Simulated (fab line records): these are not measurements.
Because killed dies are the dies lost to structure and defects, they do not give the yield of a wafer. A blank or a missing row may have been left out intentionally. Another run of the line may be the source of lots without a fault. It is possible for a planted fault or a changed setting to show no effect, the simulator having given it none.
What tool caused it? | flow n5Finfet | 14 lots with 42 wafers sampled at 4 steps, on a route of 1938 steps

WHAT EACH GAUGE READ, for each wafer
No reading from a measuring or inspecting step in the record can be judged against a usual standard deviation.

WHAT TOOL EACH LOT RAN ON (gives the tool, then ch and the chambers of the sampled wafers, and finally the start)
lot  | N5_BEOL_M11_PRE_CLEAN_45    | N5_BEOL_M11_SPUTTER_48      | N5_BEOL_M12_PEB_08               | N5_BEOL_M12_ETCH_59
L184 | pvdSputter-01, day 12 09:13 | pvdSputter-01, day 12 09:56 | lithoTrack-01 ch 0, day 12 11:28 | rieDiel-01 ch 1,3, day 12 13:05
L183 | pvdSputter-02, day 12 14:13 | pvdSputter-01, day 12 14:43 | lithoTrack-02 ch 0, day 12 16:03 | rieDiel-01 ch 1,2,3, day 12 16:37
L186 | pvdSputter-01, day 13 02:04 | pvdSputter-01, day 13 02:48 | lithoTrack-02 ch 0, day 13 04:16 | rieDiel-03 ch 0,1,2, day 13 04:56
L189 | pvdSputter-03, day 13 14:56 | pvdSputter-03, day 13 15:34 | lithoTrack-02 ch 0, day 13 17:22 | rieDiel-03 ch 1,3, day 13 17:37
L187 | pvdSputter-01, day 13 15:01 | pvdSputter-01, day 13 15:43 | lithoTrack-02 ch 0, day 13 17:46 | rieDiel-03 ch 0,1,2, day 13 18:00
L188 | pvdSputter-01, day 13 15:19 | pvdSputter-03, day 13 16:10 | lithoTrack-04, day 13 18:50      | rieDiel-01 ch 0,1,3, day 13 19:38
L193 | pvdSputter-03, day 14 03:49 | pvdSputter-03, day 14 04:24 | lithoTrack-02, day 14 05:51      | rieDiel-05 ch 1,2,3, day 14 06:07
L197 | pvdSputter-01, day 15 06:49 | pvdSputter-03, day 15 07:36 | lithoTrack-02 ch 0, day 15 09:11 | rieDiel-05 ch 0,1,3, day 15 09:25
L198 | pvdSputter-03, day 16 02:13 | pvdSputter-02, day 16 02:59 | lithoTrack-01 ch 0, day 16 04:18 | rieDiel-01 ch 1,3, day 16 04:32
L200 | pvdSputter-03, day 16 22:34 | pvdSputter-01, day 16 23:20 | lithoTrack-04 ch 0, day 17 00:50 | rieDiel-05 ch 0,1, day 17 01:04
L199 | pvdSputter-03, day 16 22:56 | pvdSputter-03, day 16 23:32 | lithoTrack-01 ch 0, day 17 00:59 | rieDiel-01 ch 2,3, day 17 01:13
L203 | pvdSputter-02, day 17 04:57 | pvdSputter-01, day 17 05:37 | lithoTrack-02 ch 0, day 17 07:20 | rieDiel-03 ch 1,2,3, day 17 07:52
L202 | pvdSputter-01, day 17 05:15 | pvdSputter-01, day 17 05:58 | lithoTrack-02 ch 0, day 17 07:37 | rieDiel-05 ch 0,1, day 17 07:54
L204 | pvdSputter-01, day 17 05:51 | pvdSputter-01, day 17 06:27 | lithoTrack-01 ch 0, day 17 08:17 | rieDiel-05 ch 0,1,2, day 17 08:31
- N5_BEOL_M11_PRE_CLEAN_45: time 30 s.
- N5_BEOL_M11_SPUTTER_48: material Cu, target thk 12 nm, time 2 s.
- N5_BEOL_M12_PEB_08: peb time 90 s.
- N5_BEOL_M12_ETCH_59: etches BARC in N2/H2, target depth 89 nm, overetch 26.7 nm, time 67.9 s.

AS READ BY THE TOOLS THEMSELVES (means over the sampled wafers that have a number; for cases with no such wafer, the mark the record gives instead)
N5_BEOL_M11_PRE_CLEAN_45.
lot  | tool          | heaterPowerW (W)
L184 | pvdSputter-01 | 349
L183 | pvdSputter-02 | 304
L186 | pvdSputter-01 | 333
L189 | pvdSputter-03 | 296
L187 | pvdSputter-01 | 305
L188 | pvdSputter-01 | 308
L193 | pvdSputter-03 | 309
L197 | pvdSputter-01 | 319
L198 | pvdSputter-03 | 325
L200 | pvdSputter-03 | 314
L199 | pvdSputter-03 | 317
L203 | pvdSputter-02 | 326
L202 | pvdSputter-01 | 348
L204 | pvdSputter-01 | 318

N5_BEOL_M11_SPUTTER_48.
lot  | tool          | throttleValvePct (%)
L184 | pvdSputter-01 | 30.6
L183 | pvdSputter-01 | 30.2
L186 | pvdSputter-01 | 31.5
L189 | pvdSputter-03 | 28.7
L187 | pvdSputter-01 | 31.0
L188 | pvdSputter-03 | 29.6
L193 | pvdSputter-03 | 29.6
L197 | pvdSputter-03 | 29.6
L198 | pvdSputter-02 | 29.1
L200 | pvdSputter-01 | 31.1
L199 | pvdSputter-03 | 29.1
L203 | pvdSputter-01 | 30.3
L202 | pvdSputter-01 | 30.7
L204 | pvdSputter-01 | 31.2

N5_BEOL_M12_PEB_08.
lot  | tool          | chillPlateTempC (C) | exhaustPa (Pa)
L184 | lithoTrack-01 | 23.02               | 44.5
L183 | lithoTrack-02 | 23.03               | 45.1
L186 | lithoTrack-02 | 23.01               | 44.7
L189 | lithoTrack-02 | 22.95               | 45.1
L187 | lithoTrack-02 | 22.97               | 45.3
L188 | lithoTrack-04 | -                   | -
L193 | lithoTrack-02 | -                   | -
L197 | lithoTrack-02 | 23.04               | 46.2
L198 | lithoTrack-01 | 23.04               | 44.8
L200 | lithoTrack-04 | 22.99               | 45.2
L199 | lithoTrack-01 | 22.90               | 44.9
L203 | lithoTrack-02 | 22.91               | 44.2
L202 | lithoTrack-02 | 23.02               | 45.3
L204 | lithoTrack-01 | 22.95               | 45.5

N5_BEOL_M12_ETCH_59.
lot  | tool       | drypumpMotorCurrentA (A) | oesProductAu (a.u.) | rfVppV (V) | showerheadPlenumPTorr (Torr) | throttleValvePct (%)
L184 | rieDiel-01 | 6.3                      | 0.71                | 526        | 2.61                         | 17.96
L183 | rieDiel-01 | 5.8                      | 0.72                | 524        | 2.54                         | 17.77
L186 | rieDiel-03 | 5.6                      | 0.75                | 528        | 2.71                         | 17.83
L189 | rieDiel-03 | 6.1                      | 0.62                | 525        | 2.56                         | 17.79
L187 | rieDiel-03 | 5.6                      | 0.74                | 528        | 2.71                         | 17.85
L188 | rieDiel-01 | 6.0                      | 0.71                | 523        | 2.54                         | 17.95
L193 | rieDiel-05 | 5.5                      | 0.71                | 525        | 2.58                         | 17.82
L197 | rieDiel-05 | 5.6                      | 0.69                | 521        | 2.47                         | 18.04
L198 | rieDiel-01 | 6.0                      | 0.68                | 523        | 2.53                         | 18.02
L200 | rieDiel-05 | 5.5                      | 0.67                | 521        | 2.43                         | 18.08
L199 | rieDiel-01 | 5.6                      | 0.68                | 524        | 2.51                         | 17.67
L203 | rieDiel-03 | 5.9                      | 0.73                | 526        | 2.62                         | 17.76
L202 | rieDiel-05 | 5.5                      | 0.64                | 518        | 2.38                         | 18.25
L204 | rieDiel-05 | 5.6                      | 0.66                | 523        | 2.48                         | 18.05

THE ANSWER, worked out from the rows above alone
Rule: what is usual is taken from the lots themselves. Put in order of their means at a reading, lots are off if they are a third of the lots or fewer, leave a main group of 4 or more, and stand apart from it by a gap of 3 or more times the standard deviation of the main group's means; of several such gaps the widest counts. A main group whose means are all the same, to the digits that the tables above print for the reading, isn't used. Also off: a lot with no number at a reading for which 4 or more lots have one. The other lots that the step has rows for count as sound. The gauges are gone through in route order, then the tools' own readings, and for those a lot's mean is taken as printed above. At the first step where some lot is off, the reading lying furthest off is the one used; lots without a number count as furthest.
Off, at N5_BEOL_M12_PEB_08 on chillPlateTempC: L188, L193. Without a number there: L188, L193. For the main group the mean is 22.99 C and the standard deviation 0.047.
If a tool, at that step or one of the process steps before it, ran each lot that is off and ran no sound lot following the first of them, it fits. None of those tried fits.

WHAT WAS PUT IN BY THE SIMULATOR
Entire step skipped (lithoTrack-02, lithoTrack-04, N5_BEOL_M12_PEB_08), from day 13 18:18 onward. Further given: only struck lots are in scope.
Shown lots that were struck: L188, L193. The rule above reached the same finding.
